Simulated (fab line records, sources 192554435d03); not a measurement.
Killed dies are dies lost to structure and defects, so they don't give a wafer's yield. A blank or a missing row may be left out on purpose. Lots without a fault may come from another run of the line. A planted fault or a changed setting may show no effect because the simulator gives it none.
Split-lot experiment | flow n5_finfet | 7 lots, 21 wafers read, on a route of 1938 steps

THE SPLIT
At N5_BEOL_M5_ILD_DEP_00 (deposits SiCOH lowk from DEMS/porogen, target thk 140.64 nm, time 25.9 s), the setting time_s was moved away from the recipe's 25.9 s on 9 of the 21 wafers read, by -14.9% to -4.7%. The other wafers ran this setting at the recipe's value.

FROM THE SPLIT TO THE READING: what the file shows between them, 1 step
- N5_BEOL_M5_CURE_79: cures SiCOH lowk, time 240 s

THE READING
M5_ILD_THK, in nm, at N5_BEOL_M5_THK_MEAS_01. Fault-free wafers of this fab line usually give 120.8 nm, standard deviation 1.5 nm.

wafer  | tool, chamber at the split | time_s as run, s | against the recipe | M5_ILD_THK, nm | against lot-mates on the recipe
L074.2 | pecvd-03, 2                | 25.9             | recipe             | 123.0          | -
L074.4 | pecvd-03, 2                | 23.42            | -9.6%              | 112.3          | -10.1
L074.6 | pecvd-03, 1                | 25.9             | recipe             | 121.8          | -
L076.1 | pecvd-03, 1                | 25.9             | recipe             | 118.8          | -
L076.2 | pecvd-03, 0                | 24.68            | -4.7%              | 113.6          | -5.2
L076.4 | pecvd-03, 1                | 24.68            | -4.7%              | 115.6          | -3.2
L077.1 | pecvd-01, 0                | 25.9             | recipe             | 119.3          | -
L077.2 | pecvd-01, 1                | 22.03            | -14.9%             | 102.3          | -17.0
L077.6 | pecvd-01, 0                | 22.03            | -14.9%             | 102.9          | -16.4
L085.1 | pecvd-03, 0                | 25.9             | recipe             | 120.5          | -
L085.5 | pecvd-03, 1                | 25.9             | recipe             | 119.4          | -
L085.6 | pecvd-03, 2                | 25.9             | recipe             | 123.5          | -
L089.1 | pecvd-01, 0                | 25.9             | recipe             | 119.4          | -
L089.3 | pecvd-01, 1                | 25.9             | recipe             | 119.9          | -
L089.6 | pecvd-01, 0                | 25.9             | recipe             | 123.0          | -
L095.1 | pecvd-03, 2                | 22.18            | -14.4%             | 104.4          | -19.0
L095.2 | pecvd-03, 1                | 22.18            | -14.4%             | 103.6          | -19.8
L095.6 | pecvd-03, 2                | 25.9             | recipe             | 123.4          | -
L096.1 | pecvd-01, 0                | 25.9             | recipe             | 120.0          | -
L096.4 | pecvd-01, 0,2              | 22.48            | -13.2%             | 107.0          | -13.0
L096.5 | pecvd-01, 0,2              | 22.48            | -13.2%             | 107.0          | -13.0
Where a row lists several chambers, the file gives one row for several wafers and doesn't say which wafer went through which chamber.

THE FIT
A straight line over all 21 wafers: M5_ILD_THK changes by +1.15 nm for each +1% of time_s; r = +0.98; the points scatter about the line by 1.7 nm.
The same after taking each lot's own level away (the mean of its wafers on the recipe; 21 wafers): +1.16 nm for each +1%; r = +0.98; scatter 1.6 nm.
On that fit, the largest move of time_s shifts the reading by 17 nm.
The lots' own levels span 118.80 to 123.40 nm, that is 3.1 times the standard deviation above.
So the lot-to-lot level changes the slope little: the two slopes agree.
Check: with one of the wafers moved furthest among these (-14.9%) left out of the fit, the line predicts -17.1 nm for it against its lot-mates. It came out at -17 nm against them.

OTHER SPLITS ON THESE WAFERS
These wafers also went through other splits before the reading. Each is held against what the fit with the lots' levels taken away leaves over:
other split on the same wafers | wafers away from the commonest value | r with M5_ILD_THK (lot level and that fit taken away)
N5_BEOL_M4_DESCUM_33 time_s    | 8                                    | -0.25

THE WHOLE CHAIN: every reading that the file lists as answering this split, in the file's order
step                   | what it does                                                             | reading                                                                                  | change (the file's fit)              | r (the file's)
N5_BEOL_M5_ILD_DEP_00  | deposits SiCOH lowk from DEMS/porogen, target thk 140.64 nm, time 25.9 s | SiCOH_lowk_of_BEOL_M5_ILD_DEP_00.thk_nm (the simulator's own value, which no gauge read) | +1.31 nm for each +1% of the setting | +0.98
N5_BEOL_M5_CURE_79     | cures SiCOH lowk, time 240 s                                             | SiCOH_lowk_of_BEOL_M5_ILD_DEP_00.thk_nm (the simulator's own value, which no gauge read) | +1.13 nm for each +1% of the setting | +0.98
N5_BEOL_M5_THK_MEAS_01 |                                                                          | M5_ILD_THK                                                                               | +1.14 for each +1% of the setting    | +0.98

THE FILE'S OWN FIT
M5_ILD_THK changes by +1.14 nm for each +1% of time_s, r = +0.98.
